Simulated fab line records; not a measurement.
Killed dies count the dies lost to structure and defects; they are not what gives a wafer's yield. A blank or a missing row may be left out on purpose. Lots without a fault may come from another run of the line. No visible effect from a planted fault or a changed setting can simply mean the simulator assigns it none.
fab line records -- flow n5Finfet -- part 1 of 2: steps 1 to 21 of 34
record lots=5, wafers=15, lastDay=18
route steps=1938 shown BEOL_M11@1576 BEOL_M12@1602
lots untouched by any fault: they come from a run of this same line in which no faults occurred
startH: start of the lot's first displayed wafer, in hours after the record's first day -- waitH: how many hours have passed since the lot's step before this one -- " same as the row above -- L1.1+2: a row that stands for several wafers -- - either no value or no given start -- * or withheld: withheld -- < > ~ a bound
route shown NAME@n: NAME is a module with steps in the file, n the number in the route of the first one -- usual: the fault-free wafers' mean and standard deviation -- same: alike in all rows -- chamber/n: place in a boat -- sites: per-site readings -- _std_site: standard deviation across them -- _edge_site: outer sites' mean less inner sites' -- radiusMm: for every site, how far away it sits from the centre of the wafer -- mask NAME#n: copy n -- behind: the tool/chamber that last shaped the wafer -- hold: what put the lot on hold/how long, in hours/how the hold closed -- device: which transistor (n, p or np) failed to switch -- end of line: at the end of the route, the tests of the same wafers -- a step with no rows: only its recipe -- killed: dies lost to structure and defects at the first sort, not the wafer's yield -- map: the dies of a wafer, with x for killed, . for not killed, _ for no die there
set.NAME: setting as actually run; set.NAME@STEP: the setting as run at that earlier step -- model.NAME: the simulator's own value behind a step, which no gauge read
lots at some steps of the route; a table a step, a row a wafer
services: from which hour (startH, from the record's first day; less than 0 if before it) a tool's chamber was out of use, for how many hours, and why
## steps
# step N5_BEOL_M11_STRIP_73
# recipe chemistry=C4F6/O2, resist=SiARC, rfFrequencyHz=6e+07
lot.wafer,tool,chamber,startH,waitH
L075.1+2+4,rieDiel-04,"2,1,3",267.96,0.0
L081.3+4+6,rieDiel-04,"1,0,3",302.48,0.0
L087.1+2+4,rieDiel-02,"2,3,2",317.87,0.0
L090.2+3+6,rieDiel-05,"2,3,1",338.12,0.0
L097.1+3+5,rieDiel-05,"0,2,2",393.63,0.0
# step N5_BEOL_M11_STRIP_36
# recipe chemistry=N2/H2, powerW=450, tempC=40, pressureMtorr=20, rfFrequencyHz=6e+07, overashFraction=0.3, biasPowerW=7, h2Frac=0.5, n2FlowSccm=200, h2FlowSccm=200
# usual drypumpMotorCurrentA=5.8/0.51, h2FlowSccm=200.1/0.65, oesProductAu=0.78/0.1, rfVppV=59.0/1.9, showerheadPlenumPTorr=2.54/0.088, throttleValvePct=23.70/0.27
lot.wafer,tool,chamber,startH,waitH,drypumpMotorCurrentA,h2FlowSccm,oesProductAu,rfHoursCounterH,rfVppV,showerheadPlenumPTorr,throttleValvePct
L075.1,rieDiel-04,2,267.97,0.0,5.5,200.0,0.73,195,60.5,2.63,23.61
L075.2,rieDiel-04,1,267.97,0.0,6.6,199.9,0.74,189,60.8,2.42,23.99
L075.4,rieDiel-04,3,267.97,0.0,5.6,198.9,0.94,12,57.8,2.70,23.53
L081.3,rieDiel-04,1,302.49,0.0,6.6,200.4,0.73,199,61.7,2.42,24.04
L081.4,rieDiel-04,0,302.49,0.0,6.1,200.0,0.70,219,58.9,2.50,23.51
L081.6,rieDiel-04,3,302.49,0.0,5.7,199.6,0.90,-,59.0,2.70,23.55
L087.1,rieDiel-02,2,317.88,0.0,5.6,199.6,0.72,177,59.4,2.54,23.44
L087.2,rieDiel-02,3,317.88,0.0,4.8,199.1,0.70,228,58.7,2.51,23.94
L087.4,rieDiel-02,2,317.88,0.0,5.6,200.5,0.72,-,62.0,2.54,23.40
L090.2,rieDiel-05,2,338.13,0.0,5.5,199.9,0.86,38,58.1,2.48,23.53
L090.3,rieDiel-05,3,338.13,0.0,5.6,199.7,0.69,239,61.9,2.50,24.11
L090.6,rieDiel-05,1,338.13,0.0,6.6,199.6,0.67,-,60.1,2.49,23.88
L097.1,rieDiel-05,0,393.64,0.0,5.4,199.8,0.92,21,62.1,2.49,23.47
L097.3,rieDiel-05,2,393.64,0.0,5.5,201.2,0.82,60,59.5,2.47,23.56
L097.5,rieDiel-05,2,393.64,0.0,5.5,202.5,0.85,-,58.7,2.47,23.57
# step N5_BEOL_M11_TRENCH_ETCH_37
# recipe chemistry=C4F6/O2, targetDepthA=1488.3, target=SiCOH_lowk, timeS=48, ionEnergyEv=250, pressureMtorr=30, sourceW=345, biasW=185, Ar_flow_sccm=300, C4F6_flow_sccm=10, O2_flow_sccm=10
# usual drypumpMotorCurrentA=5.8/0.51, oes_f_703_au=0.78/0.094, oesProductAu=0.78/0.1, rfVppV=667/7.6, showerheadPlenumPTorr=2.85/0.094, throttleValvePct=20.99/0.27
lot.wafer,tool,chamber,startH,waitH,drypumpMotorCurrentA,oes_f_703_au,oesProductAu,rfHoursCounterH,rfVppV,showerheadPlenumPTorr,throttleValvePct
L075.1,rieDiel-04,2,-,-,5.5,0.74,0.74,195,671,2.93,20.99
L075.2,rieDiel-04,1,-,-,6.7,0.75,0.74,189,652,2.72,21.10
L075.4,rieDiel-04,3,-,-,5.6,0.96,0.97,12,677,3.03,20.98
L081.3,rieDiel-04,1,-,-,6.5,0.74,0.73,199,650,2.72,21.11
L081.4,rieDiel-04,0,-,-,6.1,0.70,0.70,219,665,2.83,21.18
L081.6,rieDiel-04,3,-,-,5.6,0.94,0.93,-,675,3.02,20.99
L087.1,rieDiel-02,2,-,-,5.6,0.73,0.72,177,675,2.83,20.74
L087.2,rieDiel-02,3,-,-,4.8,0.72,0.71,228,660,2.82,21.25
L087.4,rieDiel-02,2,-,-,5.6,0.72,0.72,-,677,2.83,20.73
L090.2,rieDiel-05,2,-,-,5.5,0.86,0.85,38,658,2.78,20.57
L090.3,rieDiel-05,3,-,-,5.6,0.68,0.68,239,674,2.80,21.46
L090.6,rieDiel-05,1,-,-,6.8,0.67,0.67,-,673,2.79,21.21
L097.1,rieDiel-05,0,-,-,5.4,0.91,0.92,21,669,2.78,20.77
L097.3,rieDiel-05,2,-,-,5.5,0.83,0.82,61,659,2.77,20.60
L097.5,rieDiel-05,2,-,-,5.5,0.82,0.82,-,658,2.77,20.62
# step N5_BEOL_M11_ETCH_41
# recipe chemistry=CH3F/O2, target=SiCN, targetDepthA=426, taperDeg=2, timeS=86, ionEnergyEv=120, maskMaterial=TiN, pressureMtorr=30, sourceW=395, biasW=75, Ar_flow_sccm=150, CH3F_flow_sccm=30, O2_flow_sccm=20
# usual drypumpMotorCurrentA=5.8/0.51, oesProductAu=0.78/0.1, rfVppV=297.4/1.6, showerheadPlenumPTorr=2.00/0.069, throttleValvePct=16.39/0.28
lot.wafer,tool,chamber,startH,waitH,drypumpMotorCurrentA,oesProductAu,rfHoursCounterH,rfVppV,showerheadPlenumPTorr,throttleValvePct
L075.1,rieDiel-04,2,-,-,5.5,0.74,195,297.6,2.07,16.42
L075.2,rieDiel-04,1,-,-,6.6,0.75,189,295.9,1.91,16.53
L075.4,rieDiel-04,3,-,-,5.7,0.95,12,300.1,2.13,16.30
L081.3,rieDiel-04,1,-,-,6.6,0.74,199,294.5,1.90,16.54
L081.4,rieDiel-04,0,-,-,6.0,0.70,219,296.5,1.99,16.58
L081.6,rieDiel-04,3,-,-,5.7,0.93,-,298.6,2.13,16.33
L087.1,rieDiel-02,2,-,-,5.6,0.73,177,297.3,1.99,16.20
L087.2,rieDiel-02,3,-,-,4.7,0.70,228,295.8,1.98,16.69
L087.4,rieDiel-02,2,-,-,5.6,0.72,-,295.1,1.99,16.19
L090.2,rieDiel-05,2,-,-,5.5,0.86,38,296.3,1.95,15.96
L090.3,rieDiel-05,3,-,-,5.6,0.68,239,296.4,1.97,16.89
L090.6,rieDiel-05,1,-,-,6.8,0.68,-,295.5,1.96,16.65
L097.1,rieDiel-05,0,-,-,5.4,0.92,21,297.7,1.95,16.12
L097.3,rieDiel-05,2,-,-,5.5,0.83,61,296.5,1.94,16.00
L097.5,rieDiel-05,2,-,-,5.5,0.83,-,297.5,1.95,16.00
# step N5_BEOL_M11_STRIP_77
# recipe chemistry=N2/H2, timeS=10, powerW=450, tempC=40, pressureMtorr=20, rfFrequencyHz=6e+07, biasPowerW=7, n2FlowSccm=200, h2FlowSccm=200
# usual drypumpMotorCurrentA=5.8/0.51, h2FlowSccm=199.9/0.66, oesProductAu=0.78/0.1, rfVppV=59.2/0.92, showerheadPlenumPTorr=2.54/0.088, throttleValvePct=23.70/0.27
lot.wafer,tool,chamber,startH,waitH,drypumpMotorCurrentA,h2FlowSccm,oesProductAu,rfHoursCounterH,rfVppV,showerheadPlenumPTorr,throttleValvePct
L075.1,rieDiel-04,2,-,-,5.5,198.6,0.74,195,58.6,2.63,23.60
L075.2,rieDiel-04,1,-,-,6.6,200.9,0.74,189,57.9,2.42,24.02
L075.4,rieDiel-04,3,-,-,5.7,199.5,0.95,12,60.8,2.70,23.55
L081.3,rieDiel-04,1,-,-,6.6,200.9,0.74,199,58.0,2.42,24.05
L081.4,rieDiel-04,0,-,-,6.1,200.6,0.69,219,57.9,2.50,23.54
L081.6,rieDiel-04,3,-,-,5.7,198.9,0.92,-,59.5,2.70,23.55
L087.1,rieDiel-02,2,-,-,5.7,199.3,0.72,177,59.2,2.54,23.42
L087.2,rieDiel-02,3,-,-,4.8,199.8,0.70,228,58.9,2.51,23.93
L087.4,rieDiel-02,2,-,-,5.6,199.7,0.72,-,58.9,2.54,23.42
L090.2,rieDiel-05,2,-,-,5.5,199.9,0.86,38,58.5,2.48,23.52
L090.3,rieDiel-05,3,-,-,5.6,201.2,0.68,239,57.8,2.50,24.07
L090.6,rieDiel-05,1,-,-,6.7,201.0,0.67,-,57.8,2.49,23.89
L097.1,rieDiel-05,0,-,-,5.4,199.9,0.92,21,57.4,2.49,23.47
L097.3,rieDiel-05,2,-,-,5.5,199.2,0.84,61,59.2,2.47,23.56
L097.5,rieDiel-05,2,-,-,5.5,198.3,0.84,-,57.7,2.47,23.55
# step N5_BEOL_M11_OCD_MEAS_38
# usual trenchDepthNm=148.5/2
lot.wafer,tool,chamber,startH,waitH,trenchDepthNm
L075.1,ocd-02,-,268.20,-,149.3
L075.2,ocd-02,-,268.20,-,149.9
L075.4,ocd-02,-,268.20,-,151.3
L081.3,ocd-02,-,302.71,-,149.0
L081.4,ocd-02,-,302.71,-,147.9
L081.6,ocd-02,-,302.71,-,151.4
L087.1,ocd-02,-,318.11,-,148.6
L087.2,ocd-02,-,318.11,-,148.4
L087.4,ocd-02,-,318.11,-,147.8
L090.2,ocd-01,-,338.35,-,149.0
L090.3,ocd-01,-,338.35,-,144.9
L090.6,ocd-01,-,338.35,-,148.5
L097.1,ocd-02,-,393.86,-,148.8
L097.3,ocd-02,-,393.86,-,149.0
L097.5,ocd-02,-,393.86,-,149.4
# step N5_BEOL_M11_HM_STRIP_39
# recipe chemistry=peroxideTinStrip, material=TiN, targetDepthA=250, tempC=50, timeS=158
# usual bathGuardTempC=49.9/0.66
lot.wafer,tool,chamber,startH,waitH,bathGuardTempC
L075.1,wetBench-04,2,268.24,0.0,49.6
L075.2,wetBench-04,7,268.24,0.0,48.8
L075.4,wetBench-04,0,268.24,0.0,48.8
L081.3,wetBench-05,6,302.74,0.0,50.0
L081.4,wetBench-05,2,302.74,0.0,49.3
L081.6,wetBench-05,7,302.74,0.0,49.8
L087.1,wetBench-04,1,318.14,0.0,50.1
L087.2,wetBench-04,4,318.14,0.0,50.6
L087.4,wetBench-04,2,318.14,0.0,49.8
L090.2,wetBench-04,5,338.38,0.0,50.2
L090.3,wetBench-04,1,338.38,0.0,50.1
L090.6,wetBench-04,4,338.38,0.0,51.1
L097.1,wetBench-05,2,393.89,0.0,49.3
L097.3,wetBench-05,5,393.89,0.0,49.5
L097.5,wetBench-05,6,393.89,0.0,50.4
# step N5_BEOL_M11_SRD_40
# recipe timeS=30, tempC=23, rinseLiquid=diw, dry=ipaMarangoni
lot.wafer,tool,chamber,startH,waitH
L075.1+2+4,wetBench-04,"2,7,0",268.28,0.0
L081.3+4+6,wetBench-05,"6,2,7",302.79,0.0
L087.1+2+4,wetBench-04,"1,4,2",318.19,0.0
L090.2+3+6,wetBench-04,"5,1,4",338.43,0.0
L097.1+3+5,wetBench-05,"2,5,6",393.95,0.0
# step N5_BEOL_M11_PRECLEAN_42
# recipe chemistry=residueRemover, timeS=60, tempC=40
# usual bathGuardTempC=39.9/0.65
lot.wafer,tool,chamber,startH,waitH,bathGuardTempC
L075.1,wetBench-04,2,268.30,0.0,39.6
L075.2,wetBench-04,7,268.30,0.0,39.4
L075.4,wetBench-04,0,268.30,0.0,39.0
L081.3,wetBench-05,6,302.80,0.0,40.5
L081.4,wetBench-05,2,302.80,0.0,39.3
L081.6,wetBench-05,7,302.80,0.0,40.0
L087.1,wetBench-04,1,318.21,0.0,40.0
L087.2,wetBench-04,4,318.21,0.0,40.3
L087.4,wetBench-04,2,318.21,0.0,40.1
L090.2,wetBench-04,5,338.44,0.0,40.1
L090.3,wetBench-04,1,338.44,0.0,40.3
L090.6,wetBench-04,4,338.44,0.0,40.5
L097.1,wetBench-05,2,393.96,0.0,39.3
L097.3,wetBench-05,5,393.96,0.0,39.3
L097.5,wetBench-05,6,393.96,0.0,40.2
# step N5_BEOL_M11_SRD_43
# recipe timeS=30, tempC=23, rinseLiquid=diw, dry=ipaMarangoni
lot.wafer,tool,chamber,startH,waitH
L075.1+2+4,wetBench-04,"2,7,0",268.32,0.0
L081.3+4+6,wetBench-05,"6,2,7",302.82,0.0
L087.1+2+4,wetBench-04,"1,4,2",318.23,0.0
L090.2+3+6,wetBench-04,"5,1,4",338.46,0.0
L097.1+3+5,wetBench-05,"2,5,6",393.98,0.0
# step N5_BEOL_M11_CD_MEAS_35
# recipe targetCdNm=70, polarity=opening
# usual cdNm=69.9/0.61
lot.wafer,tool,chamber,startH,waitH,cdNm
L075.1,cdSem-02,-,268.36,0.0,69.8
L075.2,cdSem-02,-,268.36,0.0,69.8
L075.4,cdSem-02,-,268.36,0.0,69.8
L081.3,cdSem-03,-,302.86,0.0,69.7
L081.4,cdSem-03,-,302.86,0.0,70.1
L081.6,cdSem-03,-,302.86,0.0,70.1
L087.1,cdSem-01,-,318.27,0.0,69.7
L087.2,cdSem-01,-,318.27,0.0,68.6
L087.4,cdSem-01,-,318.27,0.0,69.2
L090.2,cdSem-01,-,338.50,0.0,70.5
L090.3,cdSem-01,-,338.50,0.0,69.2
L090.6,cdSem-01,-,338.50,0.0,70.2
L097.1,cdSem-01,-,394.02,0.0,69.8
L097.3,cdSem-01,-,394.02,0.0,70.7
L097.5,cdSem-01,-,394.02,0.0,70.9
# step N5_BEOL_M11_CURE_72
# recipe tempC=370, timeS=120, ambient=DMADMS/He, material=SiCOH_lowk
# usual lampPowerPct=52.31/0.058, wafer_temp_C_max=372.1/0.89
lot.wafer,tool,chamber,startH,waitH,lampPowerPct,wafer_temp_C_max
L075.1,uvCure-02,1,268.40,0.0,52.39,371.7
L075.2,uvCure-02,1,268.40,0.0,52.25,372.5
L075.4,uvCure-02,1,268.40,0.0,52.31,372.7
L081.3,uvCure-02,0,303.14,0.3,52.20,371.8
L081.4,uvCure-02,0,303.14,0.3,52.33,371.2
L081.6,uvCure-02,0,303.14,0.3,52.33,371.3
L087.1,uvCure-03,0,318.31,0.0,52.32,373.2
L087.2,uvCure-03,0,318.31,0.0,52.29,373.4
L087.4,uvCure-03,0,318.31,0.0,52.32,373.0
L090.2,uvCure-02,0,338.59,0.1,52.38,370.9
L090.3,uvCure-02,0,338.59,0.1,52.30,370.8
L090.6,uvCure-02,0,338.59,0.1,52.27,371.1
L097.1,uvCure-03,1,394.07,0.0,52.27,373.1
L097.3,uvCure-03,1,394.07,0.0,52.31,373.6
L097.5,uvCure-03,1,394.07,0.0,52.31,373.8
# step N5_BEOL_M11_DEGAS_44
# recipe ambient=vacuum, tempC=250, timeS=60
# usual heaterPowerW=314/29
lot.wafer,tool,chamber,startH,waitH,heaterPowerW
L075.1,pvdSputter-01,-,268.83,0.4,308
L075.2,pvdSputter-01,-,268.83,0.4,292
L075.4,pvdSputter-01,-,268.83,0.4,251
L081.3,pvdSputter-02,-,303.41,0.2,323
L081.4,pvdSputter-02,-,303.41,0.2,340
L081.6,pvdSputter-02,-,303.41,0.2,340
L087.1,pvdSputter-03,-,320.00,1.6,332
L087.2,pvdSputter-03,-,320.00,1.6,336
L087.4,pvdSputter-03,-,320.00,1.6,290
L090.2,pvdSputter-02,-,338.88,0.2,359
L090.3,pvdSputter-02,-,338.88,0.2,324
L090.6,pvdSputter-02,-,338.88,0.2,318
L097.1,pvdSputter-01,-,394.46,0.3,281
L097.3,pvdSputter-01,-,394.46,0.3,296
L097.5,pvdSputter-01,-,394.46,0.3,291
# step N5_BEOL_M11_PRE_CLEAN_45
# recipe gas=H2/He, timeS=30, tempC=250
# usual heaterPowerW=314/28
lot.wafer,tool,chamber,startH,waitH,heaterPowerW
L075.1,pvdSputter-01,-,268.87,0.0,311
L075.2,pvdSputter-01,-,268.87,0.0,281
L075.4,pvdSputter-01,-,268.87,0.0,253
L081.3,pvdSputter-02,-,303.45,0.0,319
L081.4,pvdSputter-02,-,303.45,0.0,326
L081.6,pvdSputter-02,-,303.45,0.0,331
L087.1,pvdSputter-03,-,320.04,0.0,325
L087.2,pvdSputter-03,-,320.04,0.0,348
L087.4,pvdSputter-03,-,320.04,0.0,295
L090.2,pvdSputter-02,-,338.92,0.0,361
L090.3,pvdSputter-02,-,338.92,0.0,326
L090.6,pvdSputter-02,-,338.92,0.0,316
L097.1,pvdSputter-01,-,394.50,0.0,294
L097.3,pvdSputter-01,-,394.50,0.0,303
L097.5,pvdSputter-01,-,394.50,0.0,302
# step N5_BEOL_M11_ALD_74
# recipe material=TaN, targetThkA=20, tempC=275, aldPrecursorFamily=PDMAT, aldCoReactant=NH3, pressureTorr=3, carrierFlowSccm=1500, pulseTimeS=2, purgeTimeS=3, coReactantPurgeTimeS=2, coReactantPulseTimeS=3, aldCycles=40, precursorVesselTempC=75, precursorVesselPressureTorr=26.25, precursorVesselCarrierSccm=1000
# usual heaterPowerW=408/37
# same coReactantPurgeTimeS=2, pulseTimeS=2
lot.wafer,tool,chamber,startH,waitH,heaterPowerW
L075.1,aldMetal-01,1,268.95,0.1,448
L075.2,aldMetal-01,3,268.95,0.1,395
L075.4,aldMetal-01,2,268.95,0.1,404
L081.3,aldMetal-04,3,303.54,0.1,366
L081.4,aldMetal-04,2,303.54,0.1,505
L081.6,aldMetal-04,0,303.54,0.1,383
L087.1,aldMetal-02,2,320.15,0.1,412
L087.2,aldMetal-02,0,320.15,0.1,349
L087.4,aldMetal-02,1,320.15,0.1,390
L090.2,aldMetal-01,0,339.00,0.1,468
L090.3,aldMetal-01,3,339.00,0.1,397
L090.6,aldMetal-01,3,339.00,0.1,398
L097.1,aldMetal-01,2,394.75,0.2,405
L097.3,aldMetal-01,1,394.75,0.2,442
L097.5,aldMetal-01,2,394.75,0.2,405
# step N5_BEOL_M11_SURFACE_TREAT_76
# recipe gas=Ar, timeS=*, ionEnergyEv=*, ionCurrentMaCm2=0.5, pressureMtorr=*, arFlowSccm=30
# usual pressureMtorr=*, throttleValvePct=*
lot.wafer,tool,chamber,startH,waitH,pressureMtorr,throttleValvePct
L075.1,pvdSputter-02,-,269.89,0.8,*,*
L075.2,pvdSputter-02,-,269.89,0.8,*,*
L075.4,pvdSputter-02,-,269.89,0.8,*,*
L081.3,pvdSputter-01,-,303.88,0.2,*,*
L081.4,pvdSputter-01,-,303.88,0.2,*,*
L081.6,pvdSputter-01,-,303.88,0.2,*,*
L087.1,pvdSputter-03,-,320.52,0.2,*,*
L087.2,pvdSputter-03,-,320.52,0.2,*,*
L087.4,pvdSputter-03,-,320.52,0.2,*,*
L090.2,pvdSputter-02,-,339.32,0.2,*,*
L090.3,pvdSputter-02,-,339.32,0.2,*,*
L090.6,pvdSputter-02,-,339.32,0.2,*,*
L097.1,pvdSputter-03,-,395.26,0.4,*,*
L097.3,pvdSputter-03,-,395.26,0.4,*,*
L097.5,pvdSputter-03,-,395.26,0.4,*,*
# step N5_BEOL_M11_CVD_75
# recipe material=Co, targetThkA=20, tempC=withheld, precursor=CCTBA/H2, pressureTorr=30, timeS=138.9
lot.wafer,tool,chamber,startH,waitH
L075.1+2+4,cvdCo-02,"2,1,1",269.95,0.0
L081.3+4+6,cvdCo-01,"1,1,2",304.00,0.1
L087.1+2+4,cvdCo-02,"1,2,2",320.96,0.4
L090.2+3+6,cvdCo-02,"2,0,1",339.54,0.2
L097.1+3+5,cvdCo-01,"2,0,0",395.36,0.1
# step N5_BEOL_M11_SPUTTER_48
# recipe material=Cu, targetThkA=120, tempC=-20, biasV=60, powerW=26000, chamberPressurePa=0.13, timeS=2
# usual throttleValvePct=29.5/0.78
lot.wafer,tool,chamber,startH,waitH,throttleValvePct
L075.1,pvdSputter-03,-,270.11,0.1,29.8
L075.2,pvdSputter-03,-,270.11,0.1,29.3
L075.4,pvdSputter-03,-,270.11,0.1,30.3
L081.3,pvdSputter-02,-,304.15,0.1,29.2
L081.4,pvdSputter-02,-,304.15,0.1,30.4
L081.6,pvdSputter-02,-,304.15,0.1,28.0
L087.1,pvdSputter-03,-,321.20,0.2,28.7
L087.2,pvdSputter-03,-,321.20,0.2,28.9
L087.4,pvdSputter-03,-,321.20,0.2,30.3
L090.2,pvdSputter-02,-,339.70,0.1,29.2
L090.3,pvdSputter-02,-,339.70,0.1,29.8
L090.6,pvdSputter-02,-,339.70,0.1,30.4
L097.1,pvdSputter-03,-,395.54,0.1,29.0
L097.3,pvdSputter-03,-,395.54,0.1,29.7
L097.5,pvdSputter-03,-,395.54,0.1,29.9
# step N5_BEOL_M11_ECD_50
# recipe material=Cu, targetThkA=3180
lot.wafer,tool,chamber,startH,waitH
L075.1+2+4,ecdCu-02,"0,1,1",270.23,0.1
L081.3+4+6,ecdCu-01,"1,0,0",304.29,0.1
L087.1+2+4,ecdCu-02,"0,1,0",321.32,0.1
L090.2+3+6,ecdCu-01,"0,1,1",339.82,0.1
L097.1+3+5,ecdCu-02,"0,0,1",395.67,0.1
# step N5_BEOL_M11_ANNEAL_51
# recipe tempC=225, timeS=90, ambient=N2
# usual annealTempC=225.00/0.2, wafer_temp_C_max=226.08/0.3
lot.wafer,tool,chamber,startH,waitH,annealTempC,wafer_temp_C_max
L075.1,rtpAnneal-02,0,270.41,0.2,225.08,226.06
L075.2,rtpAnneal-02,0,270.41,0.2,224.90,226.18
L075.4,rtpAnneal-02,0,270.41,0.2,224.92,226.84
L081.3,rtpAnneal-01,0,304.79,0.5,225.04,225.86
L081.4,rtpAnneal-01,0,304.79,0.5,224.94,225.68
L081.6,rtpAnneal-01,0,304.79,0.5,224.96,225.64
L087.1,rtpAnneal-01,0,322.20,0.9,225.04,225.54
L087.2,rtpAnneal-01,0,322.20,0.9,225.26,225.68
L087.4,rtpAnneal-01,0,322.20,0.9,225.40,226.12
L090.2,rtpAnneal-01,0,339.98,0.1,225.15,226.57
L090.3,rtpAnneal-01,0,339.98,0.1,225.06,225.98
L090.6,rtpAnneal-01,0,339.98,0.1,224.94,226.13
L097.1,rtpAnneal-02,0,396.44,0.7,224.95,225.87
L097.3,rtpAnneal-02,0,396.44,0.7,224.79,226.41
L097.5,rtpAnneal-02,0,396.44,0.7,225.04,226.37
# step N5_BEOL_M11_CMP_52
# recipe stopOn=SiCOH_lowk, tOverpolishS=7, downForcePsi=1, platenRpm=50, clearingPlatenDownForcePsi=1.5, clearingPlatenRpm=50, postCmpClean=cuAlkaline, targetThkNm=140, clearingPlatenPadVelocityMS=0.99484, padVelocityMS=0.99484
# usual barrierFieldEndpointS=29.0/0.79, clearingPlatenRpm=50.006/0.028, motorCurrentA=5.9/0.96, overpolishRunS=7.000/0.0081, platenRpm=50.00/0.037, timeToEndpointS=67/3
lot.wafer,tool,chamber,startH,waitH,barrierFieldEndpointS,clearingPlatenRpm,motorCurrentA,overpolishRunS,platenRpm,timeToEndpointS
L075.2,cmp-03,2,270.71,0.2,29.5,49.994,4.9,6.999,50.01,70
L075.4,cmp-03,0,270.71,0.2,29.2,50.027,4.5,6.992,50.01,68
L075.1,cmp-03,1,270.71,0.2,28.6,49.966,6.5,6.999,49.97,65
L081.3,cmp-03,0,305.04,0.2,28.2,49.960,4.6,7.009,50.10,67
L081.4,cmp-03,1,305.04,0.2,27.9,49.991,6.9,7.000,50.02,65
L081.6,cmp-03,3,305.04,0.2,29.5,50.006,7.3,6.991,50.06,66
L087.2,cmp-02,2,322.50,0.2,26.8,50.024,6.9,7.000,50.00,64
L087.4,cmp-02,0,322.50,0.2,28.4,50.009,5.0,7.000,50.02,61
L087.1,cmp-02,1,322.50,0.2,27.8,50.003,6.8,6.993,49.96,64
L090.3,cmp-04,1,340.23,0.2,28.2,50.017,5.3,6.992,50.00,64
L090.2,cmp-04,2,340.23,0.2,28.9,49.982,5.2,6.997,50.00,67
L090.6,cmp-04,2,340.23,0.2,28.3,49.948,5.1,6.998,49.98,62
L097.1,cmp-02,0,396.78,0.3,27.8,49.994,5.3,6.996,49.99,64
L097.3,cmp-02,1,396.78,0.3,28.7,50.045,7.0,6.982,50.00,66
L097.5,cmp-02,0,396.78,0.3,27.9,50.010,5.2,6.991,49.99,61
